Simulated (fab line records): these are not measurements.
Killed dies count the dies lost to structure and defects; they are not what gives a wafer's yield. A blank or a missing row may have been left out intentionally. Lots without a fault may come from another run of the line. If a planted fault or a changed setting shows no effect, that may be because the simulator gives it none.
Comparing a struck lot with a sound one | flow n5 finfet | 16 steps out of a route of 1938
Sound: these wafers, L511.1, L511.3, L511.6. Struck: wafer L517.2. (L517.1, L517.3 of the same lot were not struck and are left out.) The cause comes at the end.
Per side, at each step with rows, come the tool, then ch with its chambers, and then its first start. Under that, the readings that differ: sound wafers | struck wafers | difference of the means | sigmas: that difference in standard deviations of wafers without a fault.
alike: a reading whose means differ by less than 2 such deviations, as well as words and numbers matching on both sides. not compared: withheld readings; readings where some wafer has no value; bounds like >300 that might hide an equal value; numbers whose values overlap and for which the record gives no deviation.
Wherever a step has rows on one side only, a row that says differs or no value, or a row with sigmas, the two part there. When numbers do not overlap yet have no deviation, they are printed without sigmas and do not part them. A reading that every wafer of one side lacks parts them only if that side has two wafers or more.

N5_HKMG_FIN_CD_MEAS_12 targets a cd of 92.8 nm.
  sound on cd sem-02 ch 0, day 4 23:52; struck on cd sem-03 ch 0, day 6 09:43
  alike: cd nm
N5_HKMG_FIN_OVL_MEAS_13:
  sound on overlay-01 ch 0, day 4 23:54; struck on overlay-02 ch 0, day 6 09:44
  alike: NWFM_OVL
N5_HKMG_FIN_INSPECT_14: inspects for defects (macro).
  sound on defect inspect-02 at day 4 23:56; struck on defect inspect-01 at day 6 09:46
  alike: raw defect count
then, 1 step without rows for these wafers: N5_HKMG_FIN_DESCUM_17 (chemistry O2, time 7.9 s).
N5_HKMG_FIN_ETCH_31: etches SiARC in CF4, target depth 45.5 nm, time 75.8 s.
  sound on rie diel-01 ch 0,1,2, day 5 00:00; struck on rie diel-01 ch 2, day 6 10:10
  alike: drypump motor current A, etch rf on time s, oes product au, rf vpp V, showerhead plenum p Torr, throttle valve pct
  not compared: rf hours counter h
then, 2 steps without rows for these wafers: N5_HKMG_FIN_ETCH_32 (etches SOC in N2/H2, target depth 240 nm, time 300 s); N5_HKMG_FIN_STRIP_33 (strips in N2/H2).
N5_HKMG_FIN_STRIP_34: strips in CF4.
  sound on rie diel-01 ch 0,1,2, day 5 00:14; struck on rie diel-01 ch 2, day 6 10:25
  alike: drypump motor current A, oes product au, rf vpp V, showerhead plenum p Torr, throttle valve pct
  not compared: rf hours counter h
N5_HKMG_FIN_ETCH_35: etches SOC in N2/H2, target depth 215.8 nm, time 243.4 s.
  sound on rie diel-01 ch 0,1,2, day 5 00:16; struck on rie diel-01 ch 2, day 6 10:26
  alike: drypump motor current A, oes product au, rf vpp V, showerhead plenum p Torr, throttle valve pct
  not compared: rf hours counter h
N5_HKMG_FIN_STRIP_92: strips SOC in N2/H2, time 20 s.
  sound on rie diel-01 ch 0,1,2, day 5 00:25; struck on rie diel-01 ch 2, day 6 10:35
  alike: drypump motor current A, oes product au, rf vpp V, showerhead plenum p Torr, throttle valve pct
  not compared: rf hours counter h
then, 1 step without rows for these wafers: N5_HKMG_FIN_WET_ETCH_18 (etches TiN in SC1, time 55 s, target depth 5.2 nm, rinse time 30 s).
N5_HKMG_FIN_STRIP_19: strips in N2/H2, time 360 s.
  sound on plasma asher-01 ch 0,1, day 5 00:34; struck on plasma asher-02 ch 1, day 6 10:44
  alike: drypump motor current A, heater power w
  not compared: rf hours counter h
N5_HKMG_FIN_ALD_91: deposits TiN, target thk 1 nm, pulse time 1 s, purge time 3 s.
  sound on ald metal-01 ch 1,2,3, day 5 00:56; struck on ald metal-02 ch 0, day 6 11:07
  reading                      | sound | struck | difference | sigmas
  co reactant pulse time s (s) | 2 2 2 | 1.3935 | -0.6065    |
  alike: heater power w, precursor pulse height rel
then, 1 step without rows for these wafers: N5_HKMG_FIN_COAT_85 (time 60 s, resist thk 300 nm).
-- record jumps: 5 days separate the struck wafers' starts on either side; left off in module HKMG_FIN, taken up again in module BEOL_M4, whose first shown step is the route's number 1111 --
N5_BEOL_M4_RC_MEAS_101:
  sound on prober-02 ch 0, day 9 02:58; struck on prober-01 ch 0, day 11 02:23
  reading       | sound          | struck | difference | sigmas
  DIBL_P (mV/V) | 34.2 33.1 32.1 | 38.1   | +5.0       | +2
  alike: DIBL_N, IOFF_N, IOFF_P, ION_N, ION_P, SS_N, SS_P, VT_N, VT_P
next, for these wafers, 1 step has no rows: N5_PASSIVATION_PROBE_49.

WHERE THEY PART
Within this record, at N5_BEOL_M4_RC_MEAS_101 only.

WHY: the cause the simulator had injected
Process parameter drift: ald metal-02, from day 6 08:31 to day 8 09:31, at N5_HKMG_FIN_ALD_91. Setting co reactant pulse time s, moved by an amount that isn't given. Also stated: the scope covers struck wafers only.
